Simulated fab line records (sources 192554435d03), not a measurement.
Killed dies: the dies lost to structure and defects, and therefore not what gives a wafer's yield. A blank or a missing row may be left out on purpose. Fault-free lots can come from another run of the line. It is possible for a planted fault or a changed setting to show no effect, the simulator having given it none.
Which tool did it? :: flow n5 finfet :: 11 lots with 33 wafers sampled at 3 steps, on a route of 1938 steps

WHAT EACH GAUGE READ, for each wafer
N5_HKMG_FIN_CD_MEAS_12: the cd target is 92.8 nm.
lot: L202
measured: day 4 07:28
on: cd sem-03
cd nm (nm): 91.6 91.9 92.3

lot: L204
measured: day 4 15:42
on: cd sem-03
cd nm (nm): 93.2 93.1 93.0

lot: L205
measured: day 5 01:51
on: cd sem-03
cd nm (nm): 93.7 93.2 93.4

lot: L206
measured: day 5 07:55
on: cd sem-01
cd nm (nm): 92.3 93.2 92.1

lot: L207
measured: day 5 12:16
on: cd sem-01
cd nm (nm): 92.1 93.6 92.7

lot: L213
measured: day 6 23:00
on: cd sem-02
cd nm (nm): 91.3 92.3 92.2

lot: L215
measured: day 7 11:14
on: cd sem-02
cd nm (nm): 92.8 93.4 92.9

lot: L220
measured: day 8 20:32
on: cd sem-01
cd nm (nm): 93.2 91.9 93.2

lot: L222
measured: day 9 09:19
on: cd sem-02
cd nm (nm): 92.8 93.1 92.8

lot: L223
measured: day 9 13:55
on: cd sem-03
cd nm (nm): 92.3 92.3 92.0

lot: L225
measured: day 9 21:55
on: cd sem-03
cd nm (nm): 92.7 92.3 92.5

WHAT TOOL EACH LOT RAN ON (gives the tool, then ch and the chambers of the sampled wafers, and finally the start)
lot: L202
N5_HKMG_FIN_ETCH_58: rie diel-06 ch 1,3, day 4 04:19
N5_HKMG_FIN_STRIP_60: plasma asher-01 ch 0,1, day 4 04:53

lot: L204
N5_HKMG_FIN_ETCH_58: rie diel-02 ch 2,3, day 4 12:43
N5_HKMG_FIN_STRIP_60: plasma asher-01 ch 0,1, day 4 13:17

lot: L205
N5_HKMG_FIN_ETCH_58: rie diel-04 ch 0,1, day 4 22:17
N5_HKMG_FIN_STRIP_60: plasma asher-02 ch 0,1, day 4 22:59

lot: L206
N5_HKMG_FIN_ETCH_58: rie diel-02 ch 0,3, day 5 04:50
N5_HKMG_FIN_STRIP_60: plasma asher-01 ch 0,1, day 5 05:25

lot: L207
N5_HKMG_FIN_ETCH_58: rie diel-02 ch 0,2,3, day 5 09:16
N5_HKMG_FIN_STRIP_60: plasma asher-01 ch 0,1, day 5 09:50

lot: L213
N5_HKMG_FIN_ETCH_58: rie diel-02 ch 0,1,2, day 6 20:08
N5_HKMG_FIN_STRIP_60: plasma asher-01 ch 0,1, day 6 20:43

lot: L215
N5_HKMG_FIN_ETCH_58: rie diel-06 ch 0,1, day 7 08:05
N5_HKMG_FIN_STRIP_60: plasma asher-02 ch 0,1, day 7 08:49

lot: L220
N5_HKMG_FIN_ETCH_58: rie diel-04 ch 0,1,2, day 8 17:33
N5_HKMG_FIN_STRIP_60: plasma asher-01 ch 0,1, day 8 18:07

lot: L222
N5_HKMG_FIN_ETCH_58: rie diel-04 ch 0,1,2, day 9 06:26
N5_HKMG_FIN_STRIP_60: plasma asher-01 ch 0,1, day 9 07:01

lot: L223
N5_HKMG_FIN_ETCH_58: rie diel-04 ch 0,2,3, day 9 10:48
N5_HKMG_FIN_STRIP_60: plasma asher-02 ch 0,1, day 9 11:23

lot: L225
N5_HKMG_FIN_ETCH_58: rie diel-02 ch 1,3, day 9 18:53
N5_HKMG_FIN_STRIP_60: plasma asher-01 ch 0,1, day 9 19:27
- N5_HKMG_FIN_ETCH_58: etches SOC in N2/H2, target depth 215.8 nm, time 741 s.
- N5_HKMG_FIN_STRIP_60: strips in N2/H2, time 360 s.

THE ANSWER, worked out from the rows above alone
Rule: the usual values come from the lots themselves. The widest of any qualifying gaps counts: lots, ordered by their means at a reading, are off when they make up no more than a third of the lots, leave a main group of 4 or more, and stand apart from it by 3 or more times the standard deviation of that group's means. If all means in a main group match to the digits the tables above print for the reading, that group is not used. A lot without any number at a reading at which 4 lots or more have one is off too. Any other lot the step has rows for is counted as sound.
No lot is off on any of the readings shown, so nothing can be concluded from this.

WHAT WAS PUT IN BY THE SIMULATOR
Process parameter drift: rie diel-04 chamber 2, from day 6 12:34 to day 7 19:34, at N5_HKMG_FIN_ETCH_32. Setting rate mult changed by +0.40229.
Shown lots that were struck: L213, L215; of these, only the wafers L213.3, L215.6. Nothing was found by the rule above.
